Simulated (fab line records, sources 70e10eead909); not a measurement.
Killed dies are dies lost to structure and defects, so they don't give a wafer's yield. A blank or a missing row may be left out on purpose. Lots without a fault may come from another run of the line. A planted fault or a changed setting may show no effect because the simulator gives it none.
Chamber matching | flow nand_harc | NHARC_A_M0_PRE_CLEAN_31 on pecvd-03: 3 sister chambers
The step time 12 s. 18 wafers are shown with their chamber, then 9 later ones without.

WAFERS WITH THEIR CHAMBER
wafer  | chamber | heater_power_w (W)
L077.1 | 0       | 730
L077.2 | 2       | 644
L077.3 | 1       | 607
L079.1 | 1       | 540
L079.4 | 1       | 518
L079.6 | 2       | 631
L079.2 | 0       | 698
L079.3 | 2       | 619
L079.5 | 0       | 695
L083.1 | 1       | 638
L083.3 | 2       | 628
L083.6 | 1       | 632
L082.1 | 1       | 581
L082.3 | 2       | 721
L082.5 | 1       | 574
L084.1 | 1       | 622
L084.2 | 2       | 656
L084.3 | 0       | 735

SIGNATURES (means of the wafers above)
reading        | chamber 0 | chamber 1 | chamber 2 | scatter within a chamber
heater_power_w | 714.50    | 589.00    | 649.83    | 38
Rule: a wafer's distance from a chamber is the root of the sum, over the readings, of the square of ((its reading less the chamber's mean) divided by the reading's scatter). The wafer belongs to the nearest chamber; if the next one is less than 2 further off, it can't be placed. The scatter: the root of (the sum of the squares of (reading less its chamber's mean) over the shown wafers, divided by (wafers less chambers)).

WAFERS WITHOUT THEIR CHAMBER
wafer  | heater_power_w (W)
L089.1 | 560
L089.2 | 725
L089.3 | 723
L091.1 | 666
L091.3 | 660
L091.4 | 663
L092.1 | 643
L092.3 | 686
L092.4 | 686

WHICH CHAMBER EACH WENT THROUGH
wafer  | from the rows above          | in truth
L089.1 | can't be placed: 1 or 2      | 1
L089.2 | can't be placed: 0 or 2      | 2
L089.3 | can't be placed: 0 or 2      | 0
L091.1 | can't be placed: 2 or 0 or 1 | 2
L091.3 | can't be placed: 2 or 0 or 1 | 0
L091.4 | can't be placed: 2 or 0 or 1 | 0
L092.1 | can't be placed: 2 or 1 or 0 | 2
L092.3 | can't be placed: 0 or 2 or 1 | 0
L092.4 | can't be placed: 0 or 2 or 1 | 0
Placed correctly: 0 of 9. Can't be placed from these rows: 9 (the true chamber is among the candidates in 9). Placed wrongly: 0.
